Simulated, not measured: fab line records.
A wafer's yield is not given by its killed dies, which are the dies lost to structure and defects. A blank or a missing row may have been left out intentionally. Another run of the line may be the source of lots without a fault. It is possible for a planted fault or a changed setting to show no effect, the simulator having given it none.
fab line records	flow nand_harc
record lots=11	wafers=33	last_day=33
route steps=1302 shown A_SGD_CUT@903 A_SLIT@930
lots untouched by any fault: they come from a run of this same line in which no faults occurred
start_h: hours from the record's opening day to when the first of the lot's shown wafers began	wait_h: hours elapsed since this lot's preceding step	" identical to the entry in the row above	L1.1+2: one row covering several wafers at once	- value missing, or start not given	* or withheld: withheld	< > ~ a bound
route shown NAME@n: NAME is a module with steps in the file, n the number in the route of the first one	usual: average and standard deviation across the fault-free wafers	same: alike in all rows	chamber/n: place in a boat	sites: readings site by site	_std_site: standard deviation across them	_edge_site: the outer-site mean with the inner-site mean subtracted	radius_mm: how far each site lies from the wafer's centre	mask NAME#n: copy n	behind: the most recent tool/chamber to have shaped the wafer	hold: what put the lot on hold/how long, in hours/how the hold closed	device: transistor that didn't switch, given as n, p or np	end of line: tests run on the same wafers once the route is complete	a step given without rows: its recipe and nothing more	killed: not the wafer's yield, but the dies lost to structure and defects at the first sort	map: shows each die of a wafer: x if killed, . if not, _ if none is there
set.NAME: the run value of the setting; set.NAME@STEP: its run value at that earlier step	model.NAME: the simulator's own value behind a step, which no gauge read
route steps across a sampled set of lots; one table per step, one row per wafer
services: from which hour (start_h, from the record's first day; less than 0 if before it) a tool's chamber was out of use, for how many hours, and why
## steps
# step NHARC_A_SGD_CUT_INSPECT_11
# usual raw_defect_count=49/32
lot.wafer	tool	chamber	start_h	wait_h	raw_defect_count
L748.3	defect_inspect-02	-	456.02	0.0	102
L748.5	"	-	"	"	129
L748.6	"	-	"	"	127
L752.1	defect_inspect-01	-	485.67	0.0	57
L752.5	"	-	"	"	60
L752.6	"	-	"	"	64
L750.3	defect_inspect-01	-	487.05	0.0	101
L750.4	"	-	"	"	113
L750.6	"	-	"	"	128
L751.3	defect_inspect-01	-	490.86	0.1	52
L751.4	"	-	"	"	69
L751.5	"	-	"	"	52
L754.3	defect_inspect-02	-	520.23	0.0	29
L754.4	"	-	"	"	32
L754.6	"	-	"	"	32
L757.1	defect_inspect-02	-	540.42	0.0	78
L757.3	"	-	"	"	83
L757.4	"	-	"	"	83
L758.1	defect_inspect-01	-	560.95	0.0	18
L758.3	"	-	"	"	8
L758.4	"	-	"	"	14
L759.1	defect_inspect-02	-	579.03	0.0	92
L759.2	"	-	"	"	75
L759.4	"	-	"	"	87
L766.1	defect_inspect-01	-	648.19	0.0	29
L766.4	"	-	"	"	23
L766.6	"	-	"	"	28
L768.3	defect_inspect-01	-	651.91	0.0	14
L768.4	"	-	"	"	14
L768.5	"	-	"	"	11
L769.1	defect_inspect-01	-	669.85	0.0	40
L769.4	"	-	"	"	47
L769.5	"	-	"	"	43
# step NHARC_A_SLIT_EXPOSE_06
# recipe na=1.35	dose_mj=60.82	mask_id=SLIT
# usual exposure_dose_mJ_cm2=60.78/0.059
lot.wafer	tool	chamber	start_h	wait_h	mask	exposure_dose_mJ_cm2
L748.3	arfi_scanner-03	0	467.32	-	SLIT#0	60.80
L748.5	"	0	"	"	SLIT#0	60.81
L748.6	"	0	"	"	SLIT#0	60.77
L752.1	arfi_scanner-02	0	499.50	-	SLIT#0	60.78
L752.5	"	0	"	"	SLIT#0	60.77
L752.6	"	0	"	"	SLIT#0	60.82
L750.3	arfi_scanner-01	0	502.11	-	SLIT#0	60.77
L750.4	"	0	"	"	SLIT#0	60.78
L750.6	"	0	"	"	SLIT#0	60.84
L751.3	arfi_scanner-02	0	509.35	-	SLIT#0	60.89
L751.4	"	0	"	"	SLIT#0	60.72
L751.5	"	0	"	"	SLIT#0	60.87
L754.3	arfi_scanner-01	0	531.57	-	SLIT#0	60.81
L754.4	"	0	"	"	SLIT#0	60.79
L754.6	"	0	"	"	SLIT#0	60.78
L757.1	arfi_scanner-01	0	553.43	-	SLIT#0	60.90
L757.3	"	0	"	"	SLIT#0	60.87
L757.4	"	0	"	"	SLIT#0	60.84
L758.1	arfi_scanner-02	0	575.59	-	SLIT#0	60.74
L758.3	"	0	"	"	SLIT#0	60.73
L758.4	"	0	"	"	SLIT#0	60.72
L759.1	arfi_scanner-03	0	589.28	-	SLIT#0	60.81
L759.2	"	0	"	"	SLIT#0	60.76
L759.4	"	0	"	"	SLIT#0	60.78
L766.1	arfi_scanner-01	0	659.48	-	SLIT#0	57.78
L766.4	"	0	"	"	SLIT#0	57.78
L766.6	"	0	"	"	SLIT#0	57.63
L768.3	arfi_scanner-01	0	664.82	-	SLIT#0	58.28
L768.4	"	0	"	"	SLIT#0	58.35
L768.5	"	0	"	"	SLIT#0	58.27
L769.1	arfi_scanner-03	0	681.92	-	SLIT#0	60.78
L769.4	"	0	"	"	SLIT#0	60.70
L769.5	"	0	"	"	SLIT#0	60.77
# step NHARC_A_SLIT_CD_MEAS_09
# recipe target_cd_nm=300	landing_energy_ev=500
# usual cd_nm=300.2/0.5
lot.wafer	tool	chamber	start_h	wait_h	cd_nm
L748.3	cd_sem-01	0	467.46	-	301.3
L748.5	"	0	"	"	301.2
L748.6	"	0	"	"	301.2
L752.1	cd_sem-01	0	499.64	-	301.0
L752.5	"	0	"	"	300.7
L752.6	"	0	"	"	300.3
L750.3	cd_sem-01	0	502.25	-	300.4
L750.4	"	0	"	"	300.6
L750.6	"	0	"	"	300.2
L751.3	cd_sem-03	0	509.49	-	300.4
L751.4	"	0	"	"	301.3
L751.5	"	0	"	"	300.6
L754.3	cd_sem-02	0	531.70	-	300.4
L754.4	"	0	"	"	300.5
L754.6	"	0	"	"	300.2
L757.1	cd_sem-01	0	553.57	-	299.1
L757.3	"	0	"	"	300.0
L757.4	"	0	"	"	299.0
L758.1	cd_sem-02	0	575.73	-	300.0
L758.3	"	0	"	"	300.1
L758.4	"	0	"	"	298.9
L759.1	cd_sem-03	0	589.42	-	300.1
L759.2	"	0	"	"	300.5
L759.4	"	0	"	"	300.1
L766.1	cd_sem-02	0	659.62	-	298.1
L766.4	"	0	"	"	298.0
L766.6	"	0	"	"	298.3
L768.3	cd_sem-03	0	664.95	-	298.8
L768.4	"	0	"	"	298.5
L768.5	"	0	"	"	299.2
L769.1	cd_sem-03	0	682.06	-	299.3
L769.4	"	0	"	"	300.4
L769.5	"	0	"	"	299.5
# step NHARC_A_SLIT_ETCH_24
# recipe target_depth_a=1210	time_s=60.5	cf4_flow_sccm=100	chf3_flow_sccm=30	ar_flow_sccm=0	rf_w=500	bias_w=200	chemistry=CF4/CHF3
# usual cf4_flow_sccm=100.0/0.33	chamber_pressure_mTorr=25.002/0.022	drypump_motor_current_A=6.0/0.47	oes_product_au=0.966/0.015	rf_vpp_V=370.8/2.2	showerhead_plenum_p_Torr=1.58/0.06	throttle_valve_pct=16.802/0.0094
lot.wafer	tool	chamber	start_h	wait_h	cf4_flow_sccm	chamber_pressure_mTorr	drypump_motor_current_A	oes_product_au	rf_hours_counter_h	rf_vpp_V	showerhead_plenum_p_Torr	throttle_valve_pct
L748.3	rie_diel-03	2	467.74	0.1	99.6	25.036	5.6	0.964	0	367.3	1.49	16.800
L748.5	"	3	"	"	99.7	24.974	6.0	0.981	-	366.7	1.48	16.805
L748.6	"	0	"	"	99.7	24.968	6.0	0.986	-	369.4	1.56	16.804
L752.1	rie_diel-07	0	499.91	0.1	100.2	25.019	6.4	0.960	0	373.1	1.64	16.800
L752.5	"	0	"	"	99.4	25.013	6.4	0.966	-	373.3	1.64	16.806
L752.6	"	1	"	"	100.1	25.000	6.5	0.970	-	373.6	1.66	16.810
L750.4	rie_diel-07	3	502.51	0.1	99.8	25.003	5.9	0.983	1	371.4	1.60	16.799
L750.3	"	0	"	"	100.0	25.031	6.4	0.976	1	372.9	1.64	16.799
L750.6	"	3	"	"	99.9	25.006	5.9	0.989	-	371.7	1.60	16.812
L751.3	rie_diel-03	3	509.75	0.1	100.3	24.971	5.9	0.994	3	368.2	1.48	16.812
L751.4	"	0	"	"	99.9	25.006	6.0	0.963	3	369.0	1.56	16.799
L751.5	"	0	"	"	99.7	25.022	6.0	0.977	-	369.0	1.56	16.796
L754.3	rie_diel-12	3	532.00	0.1	99.1	24.995	5.9	0.957	4	369.9	1.56	16.820
L754.4	"	0	"	"	99.7	24.979	4.7	0.959	-	370.1	1.56	16.807
L754.6	"	2	"	"	100.0	25.025	6.5	0.958	-	372.7	1.66	16.803
L757.4	rie_diel-03	2	553.84	0.1	99.6	25.022	5.6	0.969	9	367.1	1.48	16.809
L757.3	"	3	"	"	100.2	25.026	6.0	0.961	6	367.2	1.48	16.804
L757.1	"	0	"	"	100.0	24.971	6.0	0.967	6	369.6	1.56	16.795
L758.4	rie_diel-07	3	576.00	0.1	99.7	25.016	5.9	0.963	4	372.5	1.60	16.801
L758.1	"	0	"	"	100.0	24.996	6.4	0.968	5	372.4	1.64	16.792
L758.3	"	1	"	"	100.2	25.006	6.5	0.963	5	373.1	1.66	16.794
L759.1	rie_diel-07	0	589.69	0.1	99.6	25.018	6.4	0.971	6	372.8	1.64	16.798
L759.2	"	1	"	"	100.3	24.965	6.5	0.961	6	374.4	1.66	16.797
L759.4	"	3	"	"	100.1	24.993	5.9	0.975	5	372.1	1.60	16.787
L766.1	rie_diel-07	2	659.91	0.1	99.8	25.023	5.7	0.983	0	371.2	1.61	16.797
L766.4	"	3	"	"	99.9	24.997	5.9	0.978	0	371.1	1.59	16.818
L766.6	"	0	"	"	101.0	24.952	6.4	0.963	-	371.7	1.64	16.804
L768.3	rie_diel-03	0	665.23	0.1	100.0	24.949	6.0	0.973	0	370.2	1.56	16.780
L768.4	"	1	"	"	100.0	24.976	6.7	0.993	0	370.1	1.57	16.799
L768.5	"	3	"	"	100.1	24.998	6.0	0.966	-	367.8	1.48	16.802
L769.1	rie_diel-07	1	682.35	0.1	99.8	24.994	6.5	0.942	1	372.8	1.66	16.797
L769.5	"	2	"	"	99.7	25.012	5.7	0.939	-	371.6	1.61	16.815
L769.4	"	0	"	"	100.1	25.009	6.4	0.951	-	372.3	1.64	16.807
# step NHARC_A_SLIT_ETCH_26
# recipe bias_v=400	source_w=2000	pressure_mtorr=25	time_s=90	ar_flow_sccm=375	c4f8_flow_sccm=41.7	o2_flow_sccm=83.3	target_depth_a=4000	chemistry=C4F8/O2/Ar
# usual chamber_pressure_mTorr=25.003/0.025	drypump_motor_current_A=5.7/0.52	showerhead_plenum_p_Torr=3.62/0.14	throttle_valve_pct=27.619/0.0094
lot.wafer	tool	chamber	start_h	wait_h	chamber_pressure_mTorr	drypump_motor_current_A	rf_hours_counter_h	showerhead_plenum_p_Torr	throttle_valve_pct
L748.3	har_etch-01	0	472.68	1.3	24.945	6.4	-	3.51	27.631
L748.5	"	1	"	"	25.002	5.1	-	3.65	27.619
L748.6	"	0	"	"	25.060	6.4	-	3.51	27.616
L752.1	har_etch-01	0	505.44	3.0	24.966	6.4	275	3.51	27.612
L752.5	"	0	"	"	25.052	6.3	-	3.50	27.628
L752.6	"	1	"	"	24.957	5.1	-	3.65	27.610
L750.4	har_etch-01	0	509.37	1.9	25.019	6.4	-	3.50	27.615
L750.3	"	1	"	"	24.992	5.1	-	3.64	27.620
L750.6	"	1	"	"	25.007	5.1	-	3.64	27.620
L751.3	har_etch-01	1	517.34	1.9	25.008	5.1	-	3.64	27.622
L751.4	"	0	"	"	24.983	6.4	-	3.50	27.624
L751.5	"	0	"	"	25.027	6.3	-	3.50	27.608
L754.4	har_etch-01	1	537.06	1.9	24.991	5.1	-	3.63	27.606
L754.3	"	0	"	"	25.034	6.4	-	3.49	27.619
L754.6	"	1	"	"	24.982	5.1	-	3.63	27.619
L757.1	har_etch-02	0	558.74	2.5	24.977	5.7	92	3.65	27.619
L757.3	"	1	"	"	25.024	5.8	-	3.93	27.610
L757.4	"	0	"	"	25.004	5.7	-	3.65	27.625
L758.1	har_etch-01	0	580.80	3.0	24.995	6.4	321	3.48	27.621
L758.4	"	0	"	"	25.006	6.4	-	3.48	27.604
L758.3	"	1	"	"	24.970	5.1	-	3.62	27.625
L759.2	har_etch-02	0	594.92	3.1	24.979	5.7	115	3.64	27.637
L759.1	"	1	"	"	25.030	5.8	115	3.91	27.603
L759.4	"	1	"	"	24.982	5.8	-	3.91	27.617
L766.1	har_etch-01	0	664.73	2.5	25.007	6.4	370	3.45	27.621
L766.4	"	0	"	"	24.995	6.4	-	3.45	27.638
L766.6	"	0	"	"	24.952	6.4	-	3.45	27.640
L768.3	har_etch-01	0	670.10	1.9	24.966	6.4	-	3.45	27.611
L768.4	"	1	"	"	24.988	5.1	-	3.59	27.611
L768.5	"	1	"	"	25.012	5.1	-	3.59	27.627
L769.1	har_etch-01	0	689.03	3.0	24.999	6.4	385	3.45	27.621
L769.4	"	1	"	"	25.013	5.1	-	3.59	27.625
L769.5	"	0	"	"	25.030	6.4	-	3.45	27.611
## services
tool	chamber	start_h	hours	kind
rie_diel-07	3	443.91	2.6	repair
arfi_scanner-03	-	445.02	0.9	repair
rie_diel-03	-	458.30	9.0	pm
rie_diel-07	-	471.20	9.0	pm
arfi_scanner-02	-	484.30	4.0	pm
arfi_scanner-03	-	492.57	0.7	repair
arfi_scanner-03	-	499.30	0.3	repair
arfi_scanner-03	-	519.21	0.8	repair
arfi_scanner-02	-	527.63	0.6	repair
arfi_scanner-01	-	536.55	0.7	repair
arfi_scanner-03	-	540.00	4.0	pm
arfi_scanner-02	-	559.01	1.2	repair
rie_diel-03	1	590.46	2.6	repair
arfi_scanner-01	-	596.00	4.0	pm
har_etch-01	-	603.71	1.5	repair
rie_diel-03	0	632.37	24.5	repair
rie_diel-03	-	635.30	9.0	pm
arfi_scanner-03	-	636.32	1.0	repair
rie_diel-07	-	648.20	9.0	pm
arfi_scanner-03	-	650.27	1.5	repair
rie_diel-03	2	666.81	4.2	repair
rie_diel-07	3	673.63	12.0	repair
rie_diel-03	2	678.08	4.1	repair
arfi_scanner-01	-	687.52	6.6	repair
## key
first_sign step=NHARC_A_SLIT_EXPOSE_06	reading=exposure_dose_mJ_cm2	direction=down	sigmas=47	usual=60.78	struck=58.02
effect step=NHARC_A_SLIT_CD_MEAS_09	reading=cd_nm	direction=down	sigmas=3.4	usual=300.2	struck=298.5	through=control_loop
met_at NHARC_A_SLIT_EXPOSE_06
struck_lots L766,L768
tester_left_out L766,L768
loop_trim step=NHARC_A_SLIT_EXPOSE_06	setting=dose	lots=L768
not_acting_at NHARC_A_SGD_CUT_INSPECT_11,NHARC_A_SLIT_ETCH_24,NHARC_A_SLIT_ETCH_26
onset_between 553.43 659.48
fault kind=process_parameter_drift	tool=arfi_scanner-01	chamber=-	onset_h=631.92	steps=NHARC_A_SLIT_EXPOSE_06	channel=dose_mj	offset=-3.0675	shape=step	acts_in=these_recipes_only	stated=60.82
# tester_left_out: of these lots the tester's yield and bins aren't shown, on N5 and GAA mostly nor the transistor test; their killed dies are dies lost to structure and defects alone, not to doping, threshold or leakage, so they don't give the yield
# loop_trim: a control loop set the setting to another value than it would have without faults
